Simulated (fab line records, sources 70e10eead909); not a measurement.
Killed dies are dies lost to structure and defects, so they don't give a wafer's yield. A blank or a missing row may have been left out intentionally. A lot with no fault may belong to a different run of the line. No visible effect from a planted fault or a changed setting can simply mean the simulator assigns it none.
Matching of chambers | flow nand-harc | NHARC_A_CHANNEL_FILL_D1_ALD_14 on ald-hk-04 has 4 sister chambers
The step deposits SiO2, target thk 2.5 nm, pulse time 10 s, ald cycles 25. 8 wafers are shown with their chamber, then 9 later ones without.

## EACH WAFER AND ITS CHAMBER
wafer  | chamber | heater-power-w (W) | precursor-pulse-height-rel
L084.3 | 2       | 426                | 0.995
L084.5 | 3       | 420                | 1.004
L087.3 | 2       | 417                | 0.990
L087.5 | 0       | 435                | 1.015
L087.6 | 1       | 474                | 0.964
L092.2 | 3       | 421                | 0.996
L092.5 | 1       | 482                | 0.986
L092.6 | 0       | 456                | 0.996

## WAFERS MISSING THEIR CHAMBER
wafer  | heater-power-w (W) | precursor-pulse-height-rel
L093.1 | 456                | 1.025
L093.2 | 476                | 1.013
L093.4 | 428                | 0.996
L094.2 | 452                | 1.021
L094.4 | 421                | 0.969
L094.5 | 419                | 1.026
L096.2 | 481                | 1.008
L096.3 | 451                | 1.004
L096.5 | 444                | 1.041

## WHICH CHAMBER EACH WENT THROUGH
wafer  | from the rows above          | in truth
L093.1 | 0                            | 0
L093.2 | can't be placed: 1 or 0      | 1
L093.4 | can't be placed: 2 or 3 or 0 | 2
L094.2 | 0                            | 0
L094.4 | can't be placed: 2 or 3      | 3
L094.5 | can't be placed: 3 or 2 or 0 | 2
L096.2 | can't be placed: 1 or 0      | 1
L096.3 | 0                            | 0
L096.5 | can't be placed: 0 or 3 or 2 | 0
Placed correctly: 3 of 9. Not placeable from these rows: 6 (in 6, the candidates include the true chamber). 0 placed wrongly.
How it was worked out, from the rows above alone: a wafer's distance from a chamber is the root of the sum, over the readings, of the square of ((its reading less the chamber's mean) divided by the reading's scatter). If the next closest chamber is less than 2 further off than the closest, the wafer can't be placed; otherwise it belongs to the closest. For every chamber, the mean is computed from those of its wafers that are shown. The scatter: take each reading less its chamber's mean, square it, sum over the shown wafers, divide by the number of wafers less the number of chambers, and take the root.
